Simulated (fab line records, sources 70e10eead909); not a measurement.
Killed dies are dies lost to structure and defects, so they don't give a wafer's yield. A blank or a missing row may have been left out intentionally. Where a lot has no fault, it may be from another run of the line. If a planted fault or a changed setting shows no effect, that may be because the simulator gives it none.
2 desks, one fault | flow nand-harc | each desk holds nothing but its own numbers, with what lay behind them at the end

METROLOGY DESK
Lot by lot, what the gauges showed, no matter which tool ran the lot: averages of those sampled wafers that carry a number. Marked OUT: a lot whose mean sits more than 4 standard deviations from the usual mean, which makes it out of limits; the brackets give that distance.
Columns: A = cd-nm at NHARC_P_STI_CD_MEAS_16, usual 199.2 nm; B = cd-nm at NHARC_P_GATE_CD_MEAS_26, usual 120.0 nm
lot  | first seen here | A     | B
L483 | day 2 09:07     | 197.8 | 119.8
L484 | day 2 20:55     | 199.8 | 120.5
L489 | day 4 02:55     | 198.8 | 120.7
L492 | day 4 18:13     | 199.6 | 119.4
L495 | day 5 15:25     | 200.2 | 149.5 (+57) OUT
L496 | day 5 15:29     | 197.0 | 119.7
L500 | day 6 18:11     | 200.7 | 149.3 (+56) OUT
L503 | day 7 12:20     | 197.8 | 120.6
L504 | day 7 19:05     | 200.7 | 120.1
L506 | day 8 03:20     | 198.7 | 119.9
L505 | day 8 03:30     | 200.6 | 119.6
This desk finds L495, L500 out of limits, L495 being first, at day 7 23:13 (cd-nm at NHARC_P_GATE_CD_MEAS_26). Within limits: L483, L484, L489, L492, L496, L503, L504, L506, L505.

DESK OF THE TOOL OWNER: arfi-scanner-01
The tool's own readings at NHARC_P_GATE_EXPOSE_23 (exposes mask P GATE, target cd 120 nm): means of the sampled wafers that have a number, for each lot that ran on this tool. Marked OUT: a lot whose mean sits more than 4 standard deviations from the usual mean, which makes it out of limits; the brackets give that distance.
Columns: A = exposure-dose-mJ-cm2 at NHARC_P_GATE_EXPOSE_23, usual 93.91
lot  | first seen here | A
L489 | day 6 14:23     | 93.93
L492 | day 6 21:07     | 94.00
L495 | day 7 23:05     | 56.71 (-99 or more) OUT
L500 | day 9 00:56     | 56.68 (-99 or more) OUT
This desk finds L495, L500 out of limits, L495 being first, at day 7 23:05 (exposure-dose-mJ-cm2 at NHARC_P_GATE_EXPOSE_23). Within limits: L489, L492.

BROUGHT TOGETHER
The tool owner's desk had the chance to raise an alarm at day 7 23:05 on L495, L500.
Metrology desk: alarm possible at day 7 23:13 on L495, L500.
On arfi-scanner-01, each named lot ran NHARC_P_GATE_EXPOSE_23.

WHAT THE SIMULATOR HAD INSERTED
Process parameter drift: arfi-scanner-01, from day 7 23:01 on, at NHARC_P_GATE_EXPOSE_23. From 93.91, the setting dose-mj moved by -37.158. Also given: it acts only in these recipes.
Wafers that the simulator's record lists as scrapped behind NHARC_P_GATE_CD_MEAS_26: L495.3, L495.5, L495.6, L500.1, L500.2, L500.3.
Struck lots among those shown: L495, L500.
Hours from the fault's start to each desk's first reading out of limits: the tool owner's desk, 0; the metrology desk, 0.
